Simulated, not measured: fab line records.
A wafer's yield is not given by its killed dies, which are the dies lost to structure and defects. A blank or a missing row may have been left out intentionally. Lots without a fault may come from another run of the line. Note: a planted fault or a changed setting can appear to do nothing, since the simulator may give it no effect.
Chamber matching + flow n5-finfet + N5_SPACER0_ALD_08 on ald-sin-04: 4 sister chambers
The step deposits SiNx, target thk 2 nm. 14 wafers are shown with their chamber, then 7 later ones without.

## WAFERS PAIRED WITH THEIR CHAMBERS
| wafer  | chamber | heater-power-w (W) |
|--------|---------|--------------------|
| L628.2 | 0       | 756                |
| L628.5 | 2       | 924                |
| L628.6 | 3       | 800                |
| L633.1 | 0       | 768                |
| L633.2 | 1       | 851                |
| L633.6 | 2       | 938                |
| L639.1 | 3       | 844                |
| L639.2 | 1       | 860                |
| L639.6 | 3       | 775                |
| L641.1 | 1       | 845                |
| L641.2 | 3       | 829                |
| L641.5 | 2       | 929                |
| L647.1 | 3       | 803                |
| L647.3 | 0       | 783                |

SIGNATURES (means of the wafers above)
| reading        | chamber 0 | chamber 1 | chamber 2 | chamber 3 | scatter within a chamber |
|----------------|-----------|-----------|-----------|-----------|--------------------------|
| heater-power-w | 769.00    | 852.00    | 930.33    | 810.20    | 18.6                     |
Rule: a wafer's distance from a chamber is the root of the sum, over the readings, of the square of ((its reading less the chamber's mean) divided by the reading's scatter). The wafer belongs to the nearest chamber; if the next one is less than 2 further off, it can't be placed. How the scatter is found: for the shown wafers, subtract from each reading the mean of its chamber, square and add these, divide the total by (wafers less chambers), then take the root.

## WAFERS WITHOUT THEIR CHAMBER
| wafer  | heater-power-w (W) |
|--------|--------------------|
| L647.6 | 924                |
| L648.1 | 850                |
| L648.5 | 873                |
| L648.6 | 777                |
| L649.2 | 854                |
| L649.3 | 828                |
| L649.6 | 777                |

## WHICH CHAMBER EACH ONE RAN IN
| wafer  | from the rows above     | in truth |
|--------|-------------------------|----------|
| L647.6 | 2                       | 2        |
| L648.1 | 1                       | 1        |
| L648.5 | can't be placed: 1 or 2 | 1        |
| L648.6 | can't be placed: 0 or 3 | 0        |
| L649.2 | 1                       | 1        |
| L649.3 | can't be placed: 3 or 1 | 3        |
| L649.6 | can't be placed: 0 or 3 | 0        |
Correct placement for 3 of the 7. Unplaceable from these rows: 4, with the true chamber sitting among the candidates in 4. Placed wrongly: 0.
